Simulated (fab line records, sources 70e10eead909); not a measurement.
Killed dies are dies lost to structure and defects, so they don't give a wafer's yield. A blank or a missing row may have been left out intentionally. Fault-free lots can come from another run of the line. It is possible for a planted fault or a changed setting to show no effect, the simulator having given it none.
Chamber matching + flow nand_harc + NHARC_P_BONDPAD_DESCUM_11 on rie_diel-13 has 4 sister chambers
The step chemistry O2, time 3 s. 8 wafers are shown with their chamber, then 12 later ones without.

EACH WAFER AND ITS CHAMBER
| wafer  | chamber | drypump_motor_current_A (A) | oes_product_au (a.u.) |
|--------|---------|-----------------------------|-----------------------|
| L081.1 | 1       | 5.0                         | 1.036                 |
| L082.5 | 1       | 4.9                         | 1.030                 |
| L082.6 | 2       | 5.0                         | 1.010                 |
| L090.3 | 0       | 6.3                         | 0.988                 |
| L090.6 | 3       | 5.7                         | 1.012                 |
| L091.1 | 3       | 5.7                         | 1.014                 |
| L091.2 | 0       | 6.3                         | 0.994                 |
| L091.3 | 2       | 5.0                         | 1.015                 |

WAFERS WHOSE CHAMBER IS MISSING
| wafer  | drypump_motor_current_A (A) | oes_product_au (a.u.) |
|--------|-----------------------------|-----------------------|
| L092.3 | 5.0                         | 1.007                 |
| L092.4 | 6.3                         | 0.991                 |
| L092.6 | 6.3                         | 0.995                 |
| L093.2 | 4.9                         | 1.013                 |
| L093.4 | 6.3                         | 0.997                 |
| L093.5 | 5.7                         | 0.995                 |
| L094.1 | 5.7                         | 1.002                 |
| L094.3 | 5.0                         | 1.008                 |
| L094.4 | 4.9                         | 1.020                 |
| L096.1 | 4.9                         | 1.013                 |
| L096.3 | 4.9                         | 1.007                 |
| L096.6 | 4.9                         | 1.010                 |

THE CHAMBER EACH PASSED THROUGH
| wafer  | from the rows above     | in truth                   |
|--------|-------------------------|----------------------------|
| L092.3 | 2                       | 2                          |
| L092.4 | 0                       | 0                          |
| L092.6 | 0                       | 0                          |
| L093.2 | 2                       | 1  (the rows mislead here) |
| L093.4 | 0                       | 0                          |
| L093.5 | 3                       | 3                          |
| L094.1 | 3                       | 3                          |
| L094.3 | 2                       | 2                          |
| L094.4 | can't be placed: 2 or 1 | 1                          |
| L096.1 | 2                       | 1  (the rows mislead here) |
| L096.3 | 2                       | 2                          |
| L096.6 | 2                       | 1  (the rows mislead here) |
8 of 12 placed correctly. These rows do not allow placing 1 (true chamber among the candidates in 1). 3 placed wrongly.
How it was worked out, from the rows above alone: a wafer's distance from a chamber is the root of the sum, over the readings, of the square of ((its reading less the chamber's mean) divided by the reading's scatter). The wafer belongs to the nearest chamber; if the next one is less than 2 further off, it can't be placed. The mean given for a chamber averages the wafers shown for that chamber. The scatter: the root of (the sum of the squares of (reading less its chamber's mean) over the shown wafers, divided by (wafers less chambers)).
